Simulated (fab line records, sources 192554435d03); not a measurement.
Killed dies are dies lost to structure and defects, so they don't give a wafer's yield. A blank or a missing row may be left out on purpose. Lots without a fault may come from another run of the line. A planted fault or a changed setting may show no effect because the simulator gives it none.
Chamber matching | flow n5_finfet | N5_FIN_SAQP_HM_DEP_72 on pecvd-04: 3 sister chambers
The step deposits SiO2 from SiH4/N2O, target thk 12 nm, time 7.2 s. 14 wafers are shown with their chamber, then 7 later ones without.

WAFERS WITH THEIR CHAMBER
wafer  | chamber | showerhead_plenum_p_Torr (Torr) | heater_power_w (W)
L350.2 | 1       | 7.97                            | 749
L350.5 | 0       | 8.17                            | 714
L352.2 | 1       | 7.95                            | 755
L352.5 | 0       | 8.18                            | 723
L352.6 | 1       | 7.94                            | 749
L353.1 | 1       | 7.93                            | 735
L353.6 | 0       | 8.18                            | 709
L354.1 | 1       | 7.96                            | 709
L354.6 | 1       | 7.95                            | 719
L356.3 | 1       | 7.94                            | 669
L356.4 | 0       | 8.18                            | 757
L356.5 | 2       | 8.01                            | 788
L358.1 | 1       | 7.93                            | 712
L358.5 | 2       | 8.00                            | 828

SIGNATURES (means of the wafers above)
reading                  | chamber 0 | chamber 1 | chamber 2 | scatter within a chamber
showerhead_plenum_p_Torr | 8.1775    | 7.9463    | 8.0050    | 0.0117
heater_power_w           | 725.75    | 724.62    | 808.00    | 26.9
Rule: a wafer's distance from a chamber is the root of the sum, over the readings, of the square of ((its reading less the chamber's mean) divided by the reading's scatter). The wafer belongs to the nearest chamber; if the next one is less than 2 further off, it can't be placed. The scatter: the root of (the sum of the squares of (reading less its chamber's mean) over the shown wafers, divided by (wafers less chambers)).

WAFERS WITHOUT THEIR CHAMBER
wafer  | showerhead_plenum_p_Torr (Torr) | heater_power_w (W)
L358.6 | 7.93                            | 716
L372.1 | 7.97                            | 731
L372.2 | 8.00                            | 782
L372.6 | 8.01                            | 781
L373.1 | 8.16                            | 658
L373.3 | 7.99                            | 885
L373.5 | 8.01                            | 880

WHICH CHAMBER EACH WENT THROUGH
wafer  | from the rows above | in truth
L358.6 | 1                   | 1
L372.1 | 1                   | 1
L372.2 | 2                   | 2
L372.6 | 2                   | 2
L373.1 | 0                   | 0
L373.3 | 2                   | 2
L373.5 | 2                   | 2
Placed correctly: 7 of 7. Can't be placed from these rows: 0. Placed wrongly: 0.
